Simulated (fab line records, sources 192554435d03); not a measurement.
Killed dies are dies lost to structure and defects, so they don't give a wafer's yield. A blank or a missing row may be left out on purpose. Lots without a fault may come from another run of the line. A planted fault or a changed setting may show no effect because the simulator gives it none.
A struck lot beside a sound one | flow n5_finfet | 36 steps out of a route of 1938
Sound: wafers L914.1, L914.4, L914.5. Struck: wafers L916.2, L916.3. The cause comes at the end.
At each step with rows: each side's tool, then ch and its chambers, then its first start. Under that, the readings that differ: sound wafers | struck wafers | difference of the means | sigmas: that difference in standard deviations of wafers without a fault.
alike: readings whose means differ by less than 2 such deviations, and words and numbers that are the same on both sides. not compared: withheld readings, readings that some wafer has no value for, bounds like >300 that may hide the same value, and numbers for which the record gives no deviation and whose values overlap.
The two part at a step that has a row with sigmas, a row that says differs or no value, or rows on one side only. Numbers that don't overlap but have no deviation are shown without sigmas and don't part them. A reading that every wafer of one side lacks parts them only if that side has two wafers or more.

first, 9 steps without rows for these wafers: N5_BEOL_M4_ANNEAL_95 (time 240 s); N5_BEOL_M4_SPUTTER_96 (material Cu, target thk 4.5 nm, time 8.29 s); N5_BEOL_M4_ECD_50 (material Cu, target thk 300 nm); N5_BEOL_M4_ANNEAL_51 (time 90 s); N5_BEOL_M4_CMP_52 (polishes, stops on SiOC, t overpolish 6.8 s, target thk 40 nm); N5_BEOL_M4_PRE_CLEAN_60 (time 15 s); N5_BEOL_M4_CO_CAP_55 (material Co, precursor CCTBA/H2, target thk 2 nm, time 102.1 s); N5_BEOL_M4_PRE_CLEAN_56 (time 15 s); N5_BEOL_M4_DEP_57 (deposits SiCN from 3MS/NH3, target thk 8 nm, time 14 s).
N5_BEOL_M4_RC_MEAS_101:
  sound on prober-02 ch 0, day 10 12:00; struck on prober-02 ch 0, day 11 12:28
  reading        | sound             | struck      | difference | sigmas
  DIBL_N (mV/V)  | 37.6 38.2 37.4    | 32.6 30.1   | -6.4       | -4
  DIBL_P (mV/V)  | 36.6 38.6 38.0    | 32.9 28.6   | -7.0       | -3
  IOFF_N (nA/um) | 0.166 0.182 0.180 | 0.118 0.084 | -0.075     | -3
  ION_N (uA/um)  | 665 687 688       | 665 651     | -22        | -2
  SS_N (mV/dec)  | 72.4 73.0 72.5    | 70.9 70.6   | -1.9       | -3
  SS_P (mV/dec)  | 74.1 74.9 74.3    | 72.4 71.7   | -2.4       | -3
  VT_N (mV)      | 253.7 247.8 247.5 | 253.3 258.1 | +6.0       | +2
  alike: IOFF_P, ION_P, VT_P
then, 24 steps without rows for these wafers: N5_BEOL_M5_ILD_DEP_00 (deposits SiCOH lowk from DEMS/porogen, target thk 140.64 nm, time 25.9 s); N5_BEOL_M5_CURE_79 (cures SiCOH lowk, time 240 s); N5_BEOL_M5_PECVD_70 (deposits SiO2 from TEOS/O2, target thk 16 nm, time 18 s); N5_BEOL_M5_HM_DEP_02 (deposits TiN, target thk 20 nm); N5_BEOL_M5_COAT_59 (time 60 s, resist thk 60 nm); N5_BEOL_M5_COAT_60 (time 60 s, resist thk 12 nm); N5_BEOL_M5_COAT_71 (time 60 s, resist thk 5 nm); N5_BEOL_M5_COAT_05 (resist thk 30 nm); N5_BEOL_M5_EBR_07; N5_BEOL_M5_SOFTBAKE_06 (time 60 s); N5_BEOL_M5_EXPOSE_08 (exposes mask M5, target cd 28 nm); N5_BEOL_M5_PEB_09 (peb time 60 s); N5_BEOL_M5_DEVELOP_10 (develop time 30 s); N5_BEOL_M5_DESCUM_16 (chemistry O2, time 7 s); N5_BEOL_M5_ETCH_72 (etches underlayer in N2/H2, target depth 6.5 nm, time 5.2 s); N5_BEOL_M5_ETCH_61 (etches SiARC in CF4, target depth 15.6 nm, time 26 s); N5_BEOL_M5_ETCH_62 (etches SOC in N2/H2, target depth 75 nm, overetch 15 nm, time 112.5 s); N5_BEOL_M5_STRIP_63 (strips in N2/H2); N5_BEOL_M5_STRIP_73 (strips in N2/H2); N5_BEOL_M5_STRIP_64 (strips in CF4); N5_BEOL_M5_HM_OPEN_17 (chemistry Cl2/BCl3, target TiN, target depth 20 nm, overetch 6 nm); N5_BEOL_M5_STRIP_19 (strips in O2); N5_BEOL_M5_COAT_65 (time 60 s, resist thk 60 nm); N5_BEOL_M5_COAT_66 (time 60 s, resist thk 12 nm).
-- the record jumps here: 3 days lie between the struck wafers' starts before and after (it left off in module BEOL_M5 and takes up again in module BEOL_M11, whose first step shown is number 1579 of the route) --
N5_BEOL_M11_ETCH_41: etches SiCN in CH3F/O2, target depth 42.6 nm, time 86 s.
  sound on rie_diel-03 ch 0,1,2, day 13 02:52; struck on rie_diel-03 ch 2,3, day 14 02:46
  no value came back on the struck wafers for any of 9 readings (CH3F_flow_sccm (sccm), O2_flow_sccm (sccm) and others); on the sound wafers CH3F_flow_sccm (sccm) reads 29.89 30.08 30.04
  not compared: rf_hours_counter_h
-- the record jumps here: 2 days lie between the struck wafers' starts before and after (it left off in module BEOL_M11 and takes up again in module PASSIVATION, whose first step shown is number 1936 of the route) --
N5_PASSIVATION_PROBE_49:
  sound on prober-02, day 14 20:44; struck on prober-01, day 16 08:50
  reading                  | sound          | struck    | difference | sigmas
  defect_limited_yield (%) | 89.9 90.6 90.8 | 0 0       | -90        | -65
  killed_at_M4_up          | 15 16 10       | 1123 1101 | +1098      | +99 or more
  killed_dies              | 119 111 109    | 1180 1180 | +1067      | +63
  killed_on_rim            | 16 16 14       | 152 152   | +137       | +35
  killed_open              | 86 76 83       | 50 54     | -30        | -2
  sort_bin_5_function (%)  | 5.9 5.8 5.6    | 97.5 97.4 | +91.7      | +92
  sort_n_pass              | 1061 1069 1071 | 0 0       | -1067      | -63
  sort_yield_pct (%)       | 89.9 90.6 90.8 | 0 0       | -90        | -65
  alike: killed_at_M0_to_M3, killed_at_contacts, killed_at_front_end, killed_at_other, killed_short, sort_bin_6_memory

WHERE THEY PART
First at N5_BEOL_M4_RC_MEAS_101; last, within this record, at N5_PASSIVATION_PROBE_49.

WHY: what the simulator had put in
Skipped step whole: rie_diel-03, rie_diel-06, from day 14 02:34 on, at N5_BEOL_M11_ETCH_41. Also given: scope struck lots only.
